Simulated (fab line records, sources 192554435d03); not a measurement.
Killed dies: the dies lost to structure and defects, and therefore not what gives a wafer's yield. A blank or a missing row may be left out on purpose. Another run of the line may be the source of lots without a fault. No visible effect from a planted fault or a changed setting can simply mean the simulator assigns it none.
Problem report, 8D (eight disciplines) form, completed by code    flow n5 finfet    the parts of the form that need people (team, actions taken, sign-off) are left out
Where a reading is given only as a bound, like >300, the bound stands for it, and a mean or a difference that rests on one is marked > or <: the true number lies beyond.

## 1. THE ISSUE
raw defect count at N5_PASSIVATION_INSPECT_61 reads a mean of >300 on 5 wafers of 2 lots; wafers without a fault read 2.0 with a standard deviation of 1.4. That is +99 or more standard deviations from the usual mean.
The step: inspects for defects (macro).
The first sign was on wafer L865.2 at day 14 18:22, on defect inspect-02. At this step, 29 wafers from 10 lots have a number in the record. Rule for "out" (also "out of limits"): further than 4 standard deviations from the usual mean. The other wafers with a number count as sound.

## 2. WHAT IT IS, WHAT IT ISN'T
question                     is                      is not
which readings at this step  raw defect count        -
which lots                   L865, L868              L855, L858, L860, L870, L872, L873, L875, L876
which wafers of those lots   all that have a number  -
read on which gauges         defect inspect-02       defect inspect-01
when                         from day 14 18:22       up to then (9 sound wafers); but 15 sound wafers of L870, L872, L873, L875, L876 came after

## 3. THE SUSPECTS, EACH WITH WHAT RULES IT OUT
Counting: any tool at a process step up to the reading is kept as a suspect provided that every lot that is out went through it and no sound lot did after the first of them.
- the gauge at N5_PASSIVATION_INSPECT_61: ruled out. All the wafers that are out were read on defect inspect-02, but those of them that N5_PASSIVATION_PROBE_49 has rows for are out there too, on other tools.
- pvd sputter-03 at N5_BEOL_M15_SPUTTER_43 (material TaN, target thk 15 nm, time 24.19 s): ruled out as a lasting fault. The sound lots L873 went through it after L865, its earliest lot that is out (day 14 09:35).
- rie diel-01 at N5_MIM_BOT_ETCH_ETCH_04 (etches SiNx in CF4/O2, target depth 26 nm, time 13 s): kept. All lots that are out passed through it, beginning with L865 at day 14 16:26, and no sound lot followed; its final sound lot before that point was L860 at day 13 13:28.
After counting, what remains is rie diel-01 at N5_MIM_BOT_ETCH_ETCH_04.

## 4. THE CAUSE (what the simulator had put in)
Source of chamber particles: rie diel-01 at N5_MIM_BOT_ETCH_ETCH_04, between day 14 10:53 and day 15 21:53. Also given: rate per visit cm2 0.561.
Counting left only this tool.

## 5. THE EFFECT CHAIN, in route order
Each row: a reading whose mean over the struck wafers that have a number lies more than 3 standard deviations from the usual. Scope: only readings with a usual standard deviation given in the record; hours: median across lots of the time from each lot's start at the first step in this table that gives one to its start at this step; sigmas: change in usual standard deviations.
hours  step                       reading               usual   on struck wafers  change  sigmas
0      N5_PASSIVATION_INSPECT_61  raw defect count      2.0     >300              >+298   +99 or more
7      N5_PASSIVATION_PROBE_49    defect limited yield  91.5 %  83.1              -8.4    -6.0
7      N5_PASSIVATION_PROBE_49    killed at other       3.9     106.2             +102.3  +38
7      N5_PASSIVATION_PROBE_49    killed dies           100     200               +100    +6.2
7      N5_PASSIVATION_PROBE_49    sort_bin_5_function   5.0 %   11.0              +6.0    +6.2
7      N5_PASSIVATION_PROBE_49    sort n pass           1080    980               -100    -6.2
7      N5_PASSIVATION_PROBE_49    sort yield pct        91.5 %  83.1              -8.4    -6.0
Here are the process steps it includes:
- N5_PASSIVATION_PROBE_49

## 6. HOW IT WOULD HAVE BEEN CAUGHT EARLIER
7 hours passed between the start of the fault at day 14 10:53 and the first reading out of limits at a measuring or inspecting step in this record, taken at day 14 18:22.
Tool readings at N5_MIM_BOT_ETCH_ETCH_04 with a usual standard deviation given in the record: none out on any struck wafer, hence no alarm at a limit of 4 standard deviations on them.
L868, from the lots that are out (2), started N5_MIM_BOT_ETCH_ETCH_04 on rie diel-01 later than day 14 18:22. Had the tool been put on hold then, it would have been spared.
